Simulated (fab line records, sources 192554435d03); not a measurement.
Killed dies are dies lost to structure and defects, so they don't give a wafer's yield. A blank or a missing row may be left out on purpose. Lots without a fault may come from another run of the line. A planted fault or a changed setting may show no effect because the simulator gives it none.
Problem report in the 8D (eight disciplines) form, filled by code | flow n5_finfet | the parts of the form that need people (team, actions taken, sign-off) are left out

1. THE PROBLEM
spin_speed_rpm at N5_BEOL_M12_COAT_58 reads a mean of 1570.3 rpm on 6 wafers of 2 lots; wafers without a fault read 1500.0 rpm with a standard deviation of 1.2. That is +59 standard deviations from the usual mean.
The step: time 60 s, resist thk 89 nm.
First seen on wafer L600.1, day 13 14:28, on litho_track-03. The record holds 29 wafers of 10 lots with a number at this step. Rule for "out", or "out of limits": more than 4 standard deviations from the usual mean. The other wafers with a number count as sound.

2. WHAT IT IS AND WHAT IT IS NOT
question                    | is                     | is not
which readings at this step | spin_speed_rpm         | dispense_pressure_kPa
which lots                  | L600, L603             | L596, L597, L598, L612, L614, L616, L617, L618
which wafers of those lots  | all that have a number | -
read on which tools         | litho_track-03         | litho_track-04, litho_track-05
when                        | from day 13 14:28      | up to then (8 sound wafers); but 15 sound wafers of L612, L614, L616, L617, L618 came after

3. SUSPECTS, AND WHAT RULES EACH OUT
Counting: a tool at a process step up to the reading stays a suspect if it ran every lot that is out and no sound lot after the first of them.
- litho_track-03 at N5_BEOL_M12_COAT_58 (time 60 s, resist thk 89 nm): ruled out as a lasting fault. Sound lots L614, L616, L617 ran on it after its first lot that is out, L600 (day 13 14:28).
Left after counting: nothing in the record.

4. THE CAUSE (what the simulator had put in)
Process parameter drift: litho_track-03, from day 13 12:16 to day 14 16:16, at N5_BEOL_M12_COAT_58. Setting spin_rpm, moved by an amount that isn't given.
Counting ruled it out, wrongly.

5. THE CHAIN OF EFFECTS, in route order
Each row: a reading whose mean over the struck wafers that have a number lies more than 3 standard deviations from the usual. Only readings for which the record gives a usual standard deviation are gone through. hours: the time from each lot's start at the first step in this table that gives one to its start at this step, as a median over the lots. sigmas: the change in usual standard deviations.
hours | step                 | reading                  | usual      | on struck wafers | change | sigmas
0     | N5_BEOL_M12_COAT_58  | spin_speed_rpm           | 1500.0 rpm | 1570.3           | +70.3  | +59
1     | N5_BEOL_M12_STRIP_64 | strip_time_to_endpoint_s | 31.32 s    | 30.75            | -0.57  | -8.4
The process steps in it:
- N5_BEOL_M12_COAT_58: time 60 s, resist thk 89 nm.
- N5_BEOL_M12_STRIP_64: strips in N2/H2.

6. WHAT WOULD HAVE CAUGHT IT SOONER
In this record the first reading out of limits was taken at day 13 14:28, 2 hours after the fault began at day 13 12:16.
